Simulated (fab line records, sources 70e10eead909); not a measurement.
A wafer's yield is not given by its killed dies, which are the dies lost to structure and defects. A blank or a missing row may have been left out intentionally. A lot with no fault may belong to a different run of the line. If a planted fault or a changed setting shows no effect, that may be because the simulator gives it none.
Which tool is to blame?	flow nand_harc	7 lots with 21 wafers sampled at 3 steps, on a route of 1159 steps

## WHAT EACH GAUGE READ, for each wafer
NHARC_A_ONON_D1_THK_MEAS_24: measures by ellipsometry.
lot	measured	on	thk_nm (nm)
L935	day 8 08:59	film_metro-02	996 996 995
L938	day 8 15:57	film_metro-02	1011 1014 1013
L940	day 9 17:29	film_metro-01	1000 1000 1001
L944	day 10 12:26	film_metro-01	951 1009 953
L950	day 12 01:58	film_metro-01	1005 1006 1006
L955	day 13 01:37	film_metro-02	999 1000 999
L957	day 13 19:24	film_metro-02	1011 1010 1011

## TOOL THAT RAN EACH LOT (tool first, then ch and the chambers of the sampled wafers, then the start)
lot	NHARC_A_ZERO_WELL_ETCH_19	NHARC_A_ONON_D1_DEP_22
L935	rie_diel-02 ch 1,2, day 6 23:44	pecvd_onon-02 ch 0, day 8 08:28
L938	rie_diel-07 ch 0,3, day 7 07:17	pecvd_onon-01 ch 0, day 8 15:26
L940	rie_diel-02 ch 0,1,2, day 8 04:06	pecvd_onon-02 ch 0, day 9 16:58
L944	rie_diel-02 ch 0,1, day 8 23:50	pecvd_onon-02 ch 0, day 10 11:59
L950	rie_diel-08 ch 0,1,2, day 10 17:01	pecvd_onon-04 ch 0, day 12 01:27
L955	rie_diel-02 ch 1,2,3, day 11 16:28	pecvd_onon-04 ch 0, day 13 01:07
L957	rie_diel-02 ch 0,2,3, day 12 09:31	pecvd_onon-01 ch 0, day 13 18:53
- NHARC_A_ZERO_WELL_ETCH_19: etches the open film in N2/H2, target depth 80 nm, overetch 24 nm, time 87.88 s.
- NHARC_A_ONON_D1_DEP_22: target thk 1000 nm.

## THE ANSWER, worked out from the rows above alone
Rule: the usual values come from the lots themselves. The widest of any qualifying gaps counts: lots, ordered by their means at a reading, are off when they make up no more than a third of the lots, leave a main group of 4 or more, and stand apart from it by 3 or more times the standard deviation of that group's means. A main group whose means are all the same, to the digits that the tables above print for the reading, isn't used. A lot without any number at a reading at which 4 lots or more have one is off too. All remaining lots with rows at the step are treated as sound.
Off: L944 (NHARC_A_ONON_D1_THK_MEAS_24, thk_nm). The main group has a mean of 1004 nm with a standard deviation of 6.2.
If a tool, at a process step before that reading, ran all the lots that are off and no sound lot after the first of them, it fits. Gauges at NHARC_A_ONON_D1_THK_MEAS_24: tried the same way as those tools. One fits: NHARC_A_ONON_D1_DEP_22 on pecvd_onon-02. A fault onset in the window from L940 (day 9 16:58, its last sound lot) to L944 (day 10 11:59, its first lot off) fits.

## WHAT WAS PUT IN BY THE SIMULATOR
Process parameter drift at NHARC_A_ONON_D1_DEP_22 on pecvd_onon-02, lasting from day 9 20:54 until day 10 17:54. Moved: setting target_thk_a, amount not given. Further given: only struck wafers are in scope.
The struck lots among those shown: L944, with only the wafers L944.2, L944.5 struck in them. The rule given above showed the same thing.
